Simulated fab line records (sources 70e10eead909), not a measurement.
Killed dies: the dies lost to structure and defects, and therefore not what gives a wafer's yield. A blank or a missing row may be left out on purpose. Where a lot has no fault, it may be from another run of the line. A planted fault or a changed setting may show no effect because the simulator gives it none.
Matching of chambers :: flow nand harc :: rie diel-07 running NHARC_P_BONDPAD_ETCH_24: 4 sister chambers
The step etches the open film in CF4/N2, target depth 30 nm, time 72.99 s. 4 wafers are shown with their chamber, then 8 later ones without.

## WAFERS, EACH WITH ITS CHAMBER
wafer: L578.6
chamber: 3
showerhead plenum p Torr (Torr): 2.67

wafer: L591.2
chamber: 0
showerhead plenum p Torr (Torr): 2.68

wafer: L591.4
chamber: 1
showerhead plenum p Torr (Torr): 2.80

wafer: L593.1
chamber: 2
showerhead plenum p Torr (Torr): 2.74

## WAFERS WHOSE CHAMBER IS MISSING
wafer: L593.2
showerhead plenum p Torr (Torr): 2.79

wafer: L593.5
showerhead plenum p Torr (Torr): 2.74

wafer: L594.1
showerhead plenum p Torr (Torr): 2.68

wafer: L594.3
showerhead plenum p Torr (Torr): 2.79

wafer: L594.5
showerhead plenum p Torr (Torr): 2.68

wafer: L595.2
showerhead plenum p Torr (Torr): 2.74

wafer: L595.3
showerhead plenum p Torr (Torr): 2.79

wafer: L595.6
showerhead plenum p Torr (Torr): 2.79

## WHICH CHAMBER EACH ONE RAN IN
wafer: L593.2
from the rows above: 1
in truth: 1

wafer: L593.5
from the rows above: 2
in truth: 2

wafer: L594.1
from the rows above: can't be placed: 0 or 3
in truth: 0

wafer: L594.3
from the rows above: 1
in truth: 1

wafer: L594.5
from the rows above: can't be placed: 0 or 3
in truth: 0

wafer: L595.2
from the rows above: 2
in truth: 2

wafer: L595.3
from the rows above: 1
in truth: 1

wafer: L595.6
from the rows above: 1
in truth: 1
Correct placement for 6 of the 8. Not placeable from these rows: 2 (in 2, the candidates include the true chamber). Wrongly placed: 0.
How it was worked out, from the rows above alone: a wafer's distance from a chamber is the root of the sum, over the readings, of the square of ((its reading less the chamber's mean) divided by the reading's scatter). If the next closest chamber is less than 2 further off than the closest, the wafer can't be placed; otherwise it belongs to the closest. The mean given for a chamber averages the wafers shown for that chamber. The scatter (one wafer shown for each chamber): square how far every hidden wafer sits from the nearest shown wafer, average those squares and take the square root.
